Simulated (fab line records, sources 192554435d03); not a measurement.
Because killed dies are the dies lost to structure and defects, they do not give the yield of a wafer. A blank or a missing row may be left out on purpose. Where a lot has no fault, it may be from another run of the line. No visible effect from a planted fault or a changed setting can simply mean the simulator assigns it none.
Which tool did it? ; flow n5-finfet ; 24 lots, 72 wafers sampled, at 6 steps of a route of 1938

## WHAT THE GAUGES SHOWED, per wafer
The record lacks any reading of a measuring or inspecting step that a usual standard deviation could be used to judge.

## EACH LOT AND THE TOOL THAT RAN IT (in order: tool; ch and the chambers of the sampled wafers; start)
lot;N5_BEOL_M4_ANNEAL_89;N5_BEOL_M4_SPUTTER_94;N5_BEOL_M4_ANNEAL_51;N5_BEOL_M5_ETCH_72;N5_BEOL_M5_DEGAS_44;N5_BEOL_M5_SPUTTER_90
L074;pvd-sputter-01, day 8 12:56;pvd-sputter-01, day 8 13:31;rtp-anneal-02 ch 0, day 8 13:58;rie-diel-04 ch 1,2,3, day 8 17:51;pvd-sputter-02, day 8 22:38;pvd-sputter-01, day 9 03:49
L076;pvd-sputter-03, day 8 16:20;pvd-sputter-03, day 8 16:55;rtp-anneal-02 ch 0, day 8 17:25;rie-diel-03 ch 0,1,3, day 8 23:11;pvd-sputter-01, day 9 04:52;pvd-sputter-01, day 9 10:09
L077;pvd-sputter-01, day 8 19:39;pvd-sputter-01, day 8 20:14;rtp-anneal-02 ch 0, day 8 20:39;rie-diel-04 ch 0,2, day 9 00:28;pvd-sputter-03, day 9 05:59;pvd-sputter-03, day 9 10:58
L075;pvd-sputter-03, day 8 21:20;pvd-sputter-03, day 8 21:55;rtp-anneal-02 ch 0, day 8 22:20;rie-diel-02 ch 0,1,2, day 9 02:47;pvd-sputter-02, day 9 06:13;pvd-sputter-02, day 9 12:44
L079;pvd-sputter-03, day 9 00:58;pvd-sputter-03, day 9 01:33;rtp-anneal-01 ch 0, day 9 01:58;rie-diel-04 ch 0,2, day 9 06:22;pvd-sputter-03, day 9 12:26;pvd-sputter-03, day 9 19:28
L078;pvd-sputter-02, day 9 05:16;pvd-sputter-02, day 9 05:51;rtp-anneal-01 ch 0, day 9 06:28;rie-diel-02 ch 0,1, day 9 11:48;pvd-sputter-01, day 9 15:19;pvd-sputter-01, day 9 20:14
L080;pvd-sputter-02, day 9 07:29;pvd-sputter-02, day 9 08:04;rtp-anneal-02 ch 0, day 9 08:39;rie-diel-02 ch 0,2, day 9 12:30;pvd-sputter-01, day 9 15:14;pvd-sputter-02, day 9 20:13
L081;pvd-sputter-01, day 10 05:11;pvd-sputter-01, day 10 05:46;rtp-anneal-01 ch 0, day 10 06:25;rie-diel-03 ch 0,1,2, day 10 10:25;pvd-sputter-02, day 10 13:26;pvd-sputter-01, day 10 19:14
L082;pvd-sputter-02, day 10 08:44;pvd-sputter-02, day 10 09:19;rtp-anneal-02 ch 0, day 10 09:56;rie-diel-02 ch 1,2,3, day 10 13:28;pvd-sputter-02, day 10 16:30;pvd-sputter-03, day 11 03:21
L083;pvd-sputter-02, day 10 11:32;pvd-sputter-02, day 10 12:07;rtp-anneal-02 ch 0, day 10 12:34;rie-diel-04 ch 0,1,2, day 10 16:47;pvd-sputter-02, day 10 19:49;pvd-sputter-01, day 11 00:57
L084;pvd-sputter-03, day 10 11:52;pvd-sputter-03, day 10 12:27;rtp-anneal-01 ch 0, day 10 12:56;rie-diel-02 ch 0,3, day 10 17:10;pvd-sputter-02, day 10 19:59;pvd-sputter-02, day 11 01:04
L086;pvd-sputter-02, day 11 15:05;pvd-sputter-02, day 11 15:40;rtp-anneal-01 ch 0, day 11 16:20;rie-diel-03 ch 0,3, day 11 19:54;pvd-sputter-01, day 11 23:29;pvd-sputter-03, day 12 04:39
L088;pvd-sputter-03, day 11 15:05;pvd-sputter-03, day 11 15:40;rtp-anneal-01 ch 0, day 11 16:45;rie-diel-02 ch 2,3, day 11 20:07;pvd-sputter-03, day 11 23:32;pvd-sputter-02, day 12 05:01
L087;pvd-sputter-01, day 11 17:19;pvd-sputter-01, day 11 17:53;rtp-anneal-02 ch 0, day 11 18:22;rie-diel-02 ch 0,2, day 11 22:44;pvd-sputter-01, day 12 01:17;pvd-sputter-01, day 12 06:16
L085;pvd-sputter-03, day 11 17:56;pvd-sputter-03, day 11 18:31;rtp-anneal-01 ch 0, day 11 19:18;rie-diel-02 ch 0,2,3, day 11 22:58;pvd-sputter-03, day 12 04:51;pvd-sputter-02, day 12 09:51
L090;pvd-sputter-03, day 11 20:44;pvd-sputter-03, day 11 21:19;rtp-anneal-01 ch 0, day 11 21:44;rie-diel-04 ch 1,2,3, day 12 01:04;pvd-sputter-03, day 12 06:11;pvd-sputter-01, day 12 11:32
L089;pvd-sputter-02, day 11 21:19;pvd-sputter-02, day 11 21:53;rtp-anneal-01 ch 0, day 11 22:19;rie-diel-04 ch 0,1,3, day 12 02:14;pvd-sputter-03, day 12 06:26;pvd-sputter-03, day 12 13:54
L092;pvd-sputter-03, day 12 08:14;pvd-sputter-03, day 12 08:49;rtp-anneal-02 ch 0, day 12 09:16;rie-diel-04 ch 2,3, day 12 12:53;pvd-sputter-02, day 12 16:11;pvd-sputter-01, day 12 21:05
L091;pvd-sputter-02, day 12 12:25;pvd-sputter-02, day 12 12:59;rtp-anneal-01 ch 0, day 12 15:19;rie-diel-02 ch 2,3, day 12 19:40;pvd-sputter-01, day 12 23:20;pvd-sputter-01, day 13 04:17
L093;pvd-sputter-02, day 13 04:57;pvd-sputter-02, day 13 05:32;rtp-anneal-01 ch 0, day 13 07:40;rie-diel-03 ch 0,2,3, day 13 11:48;pvd-sputter-02, day 13 16:08;pvd-sputter-01, day 13 21:24
L095;pvd-sputter-01, day 13 05:39;pvd-sputter-01, day 13 06:14;rtp-anneal-01 ch 0, day 13 08:12;rie-diel-03 ch 0,1, day 13 12:02;pvd-sputter-02, day 13 16:13;pvd-sputter-02, day 13 21:10
L094;pvd-sputter-02, day 13 07:04;pvd-sputter-02, day 13 07:39;rtp-anneal-01 ch 0, day 13 08:53;rie-diel-02 ch 2,3, day 13 12:35;pvd-sputter-03, day 13 16:30;pvd-sputter-03, day 13 21:55
L096;pvd-sputter-01, day 13 16:10;pvd-sputter-01, day 13 16:45;rtp-anneal-01 ch 0, day 13 20:23;rie-diel-03 ch 0,1, day 14 00:34;pvd-sputter-01, day 14 03:22;pvd-sputter-01, day 14 09:41
L097;pvd-sputter-03, day 14 15:03;pvd-sputter-03, day 14 15:38;rtp-anneal-01 ch 0, day 14 19:09;rie-diel-03 ch 2,3, day 14 22:36;pvd-sputter-02, day 15 01:36;pvd-sputter-02, day 15 07:05
- N5_BEOL_M4_ANNEAL_89: time 240 s.
- N5_BEOL_M4_SPUTTER_94: material Cu, target thk 4.5 nm, time 8.29 s.
- N5_BEOL_M4_ANNEAL_51: time 90 s.
- N5_BEOL_M5_ETCH_72: etches underlayer in N2/H2, target depth 6.5 nm, time 5.2 s.
- N5_BEOL_M5_DEGAS_44: time 60 s.
- N5_BEOL_M5_SPUTTER_90: material Cu, target thk 4.5 nm, time 8.29 s.

## AS READ BY THE TOOLS THEMSELVES (means over the sampled wafers that have a number; for cases with no such wafer, the mark the record gives instead)
N5_BEOL_M4_ANNEAL_89.
lot;tool;heater-power-w (W);susceptor-temp-C (C);susceptor_temp_C_max
L074;pvd-sputter-01;812;400.07;400.8
L076;pvd-sputter-03;773;399.81;400.7
L077;pvd-sputter-01;787;400.23;400.9
L075;pvd-sputter-03;810;400.00;401.1
L079;pvd-sputter-03;826;400.10;401.0
L078;pvd-sputter-02;826;400.15;401.1
L080;pvd-sputter-02;856;399.91;400.8
L081;pvd-sputter-01;819;399.96;400.8
L082;pvd-sputter-02;877;400.06;401.3
L083;pvd-sputter-02;856;399.97;400.8
L084;pvd-sputter-03;830;400.24;401.2
L086;pvd-sputter-02;826;399.83;400.9
L088;pvd-sputter-03;821;400.12;401.1
L087;pvd-sputter-01;817;399.92;400.7
L085;pvd-sputter-03;767;400.12;401.1
L090;pvd-sputter-03;833;400.00;401.1
L089;pvd-sputter-02;875;400.16;401.3
L092;pvd-sputter-03;818;399.96;401.0
L091;pvd-sputter-02;857;400.07;401.1
L093;pvd-sputter-02;866;399.89;401.0
L095;pvd-sputter-01;795;400.07;400.7
L094;pvd-sputter-02;846;399.96;400.8
L096;pvd-sputter-01;811;400.13;400.9
L097;pvd-sputter-03;815;400.18;401.2

N5_BEOL_M4_SPUTTER_94.
lot;tool;susceptor-temp-C (C);throttle-valve-pct (%)
L074;pvd-sputter-01;-19.99;29.3
L076;pvd-sputter-03;-19.91;30.5
L077;pvd-sputter-01;-20.13;30.1
L075;pvd-sputter-03;-19.96;30.9
L079;pvd-sputter-03;-19.99;30.7
L078;pvd-sputter-02;-19.95;29.4
L080;pvd-sputter-02;-20.13;29.8
L081;pvd-sputter-01;-19.91;29.3
L082;pvd-sputter-02;-20.08;29.8
L083;pvd-sputter-02;-20.08;29.9
L084;pvd-sputter-03;-20.02;30.5
L086;pvd-sputter-02;-20.01;29.4
L088;pvd-sputter-03;-20.02;30.7
L087;pvd-sputter-01;-20.05;28.9
L085;pvd-sputter-03;-20.02;30.8
L090;pvd-sputter-03;-19.99;30.6
L089;pvd-sputter-02;-20.05;29.9
L092;pvd-sputter-03;-19.92;30.8
L091;pvd-sputter-02;-19.92;29.2
L093;pvd-sputter-02;-19.98;29.7
L095;pvd-sputter-01;-19.96;30.0
L094;pvd-sputter-02;-19.99;29.0
L096;pvd-sputter-01;-19.97;29.3
L097;pvd-sputter-03;-20.00;30.7

N5_BEOL_M4_ANNEAL_51.
lot;tool;anneal-temp-c-max;wafer_temp_C_max
L074;rtp-anneal-02;225.99;226.9
L076;rtp-anneal-02;226.50;227.7
L077;rtp-anneal-02;225.91;226.6
L075;rtp-anneal-02;226.56;226.6
L079;rtp-anneal-01;226.26;226.0
L078;rtp-anneal-01;226.17;226.0
L080;rtp-anneal-02;226.09;226.7
L081;rtp-anneal-01;226.52;226.0
L082;rtp-anneal-02;225.94;227.3
L083;rtp-anneal-02;225.96;227.1
L084;rtp-anneal-01;226.13;225.9
L086;rtp-anneal-01;226.27;226.2
L088;rtp-anneal-01;226.62;226.0
L087;rtp-anneal-02;225.89;226.8
L085;rtp-anneal-01;226.35;226.2
L090;rtp-anneal-01;226.42;225.7
L089;rtp-anneal-01;226.02;226.0
L092;rtp-anneal-02;226.36;227.2
L091;rtp-anneal-01;226.23;226.1
L093;rtp-anneal-01;226.23;226.0
L095;rtp-anneal-01;226.23;225.8
L094;rtp-anneal-01;226.31;226.0
L096;rtp-anneal-01;226.52;225.8
L097;rtp-anneal-01;226.26;226.1

N5_BEOL_M5_ETCH_72.
lot;tool;chamber-pressure-mTorr (mTorr);drypump-motor-current-A (A);etch-rf-on-time-s (s);oes-product-au (a.u.);rf-vpp-V (V);showerhead-plenum-p-Torr (Torr);throttle-valve-pct (%)
L074;rie-diel-04;30.02;5.6;5.18;0.66;523.4;2.50;17.7
L076;rie-diel-03;29.96;5.7;5.31;0.61;524.8;2.56;17.8
L077;rie-diel-04;30.03;5.4;5.29;0.63;521.0;2.48;17.7
L075;rie-diel-02;30.02;5.7;5.26;0.66;526.5;2.62;18.1
L079;rie-diel-04;30.01;5.4;5.33;0.63;521.3;2.48;17.6
L078;rie-diel-02;29.99;6.0;5.46;0.58;526.3;2.63;18.4
L080;rie-diel-02;30.02;5.0;5.14;0.73;525.9;2.61;17.9
L081;rie-diel-03;30.01;5.7;5.19;0.60;522.9;2.53;17.9
L082;rie-diel-02;29.99;6.0;5.20;0.70;524.8;2.56;17.7
L083;rie-diel-04;30.00;5.5;5.24;0.65;520.8;2.45;17.7
L084;rie-diel-02;30.01;6.1;5.34;0.63;524.8;2.57;18.1
L086;rie-diel-03;30.04;5.6;5.20;0.71;525.1;2.54;17.8
L088;rie-diel-02;30.00;6.0;5.07;0.73;521.8;2.50;17.4
L087;rie-diel-02;29.96;5.4;5.30;0.64;526.1;2.61;18.3
L085;rie-diel-02;30.00;5.7;5.23;0.68;523.5;2.55;17.9
L090;rie-diel-04;29.98;5.6;5.22;0.63;522.2;2.50;17.7
L089;rie-diel-04;29.99;5.8;5.19;0.65;520.4;2.43;17.8
L092;rie-diel-04;30.02;5.9;5.27;0.60;523.3;2.51;17.7
L091;rie-diel-02;29.99;6.0;5.05;0.72;523.3;2.49;17.4
L093;rie-diel-03;29.99;5.5;5.19;0.69;523.4;2.52;17.9
L095;rie-diel-03;29.97;5.9;5.06;0.81;524.4;2.56;17.4
L094;rie-diel-02;29.98;6.0;5.02;0.72;523.7;2.49;17.4
L096;rie-diel-03;30.01;5.9;5.15;0.79;524.4;2.56;17.4
L097;rie-diel-03;30.00;5.7;5.22;0.61;523.1;2.51;18.0

N5_BEOL_M5_DEGAS_44.
lot;tool;heater-power-w (W);susceptor-temp-C (C)
L074;pvd-sputter-02;337;249.97
L076;pvd-sputter-01;320;249.82
L077;pvd-sputter-03;335;250.08
L075;pvd-sputter-02;352;250.04
L079;pvd-sputter-03;308;250.00
L078;pvd-sputter-01;336;250.23
L080;pvd-sputter-01;328;250.04
L081;pvd-sputter-02;328;249.90
L082;pvd-sputter-02;331;250.06
L083;pvd-sputter-02;326;249.98
L084;pvd-sputter-02;349;250.09
L086;pvd-sputter-01;329;250.01
L088;pvd-sputter-03;358;250.30
L087;pvd-sputter-01;328;250.18
L085;pvd-sputter-03;309;249.95
L090;pvd-sputter-03;334;250.06
L089;pvd-sputter-03;340;249.92
L092;pvd-sputter-02;342;249.98
L091;pvd-sputter-01;332;250.02
L093;pvd-sputter-02;350;249.92
L095;pvd-sputter-02;344;249.76
L094;pvd-sputter-03;330;249.85
L096;pvd-sputter-01;321;249.76
L097;pvd-sputter-02;352;250.17

N5_BEOL_M5_SPUTTER_90.
lot;tool;susceptor-temp-C (C);throttle-valve-pct (%)
L074;pvd-sputter-01;-19.98;29.5
L076;pvd-sputter-01;-19.99;29.1
L077;pvd-sputter-03;-20.04;31.0
L075;pvd-sputter-02;-19.94;30.1
L079;pvd-sputter-03;-19.95;30.7
L078;pvd-sputter-01;-20.08;29.6
L080;pvd-sputter-02;-19.97;29.5
L081;pvd-sputter-01;-20.02;29.6
L082;pvd-sputter-03;-19.93;30.9
L083;pvd-sputter-01;-19.97;29.2
L084;pvd-sputter-02;-19.97;29.9
L086;pvd-sputter-03;-20.00;30.9
L088;pvd-sputter-02;-19.93;29.4
L087;pvd-sputter-01;-20.02;29.0
L085;pvd-sputter-02;-19.94;29.3
L090;pvd-sputter-01;-19.97;29.1
L089;pvd-sputter-03;-20.11;31.0
L092;pvd-sputter-01;-20.05;29.5
L091;pvd-sputter-01;-20.01;29.3
L093;pvd-sputter-01;-20.04;29.0
L095;pvd-sputter-02;-20.09;30.3
L094;pvd-sputter-03;-20.05;30.5
L096;pvd-sputter-01;-19.98;29.7
L097;pvd-sputter-02;-19.88;29.8

## THE ANSWER, worked out from the rows above alone
Rule: the lots themselves supply what counts as usual. Put in order of their means at a reading, lots are off if they are a third of the lots or fewer, leave a main group of 4 or more, and stand apart from it by a gap of 3 or more times the standard deviation of the main group's means; of several such gaps the widest counts. A main group is skipped when, at the precision printed for the reading in the tables above, its means are all equal. Also off: a lot with no number at a reading for which 4 or more lots have one. Where the step has rows for the other lots, those lots are counted as sound. Order of review: gauges by route order, followed by the tools' own readings, for which a lot's mean as printed above is used. At the first step where some lot is off, the reading lying furthest off is the one used; lots without a number count as furthest.
Nothing can be told from this: no lot is off at any reading shown.

## WHAT HAD BEEN PUT IN BY THE SIMULATOR
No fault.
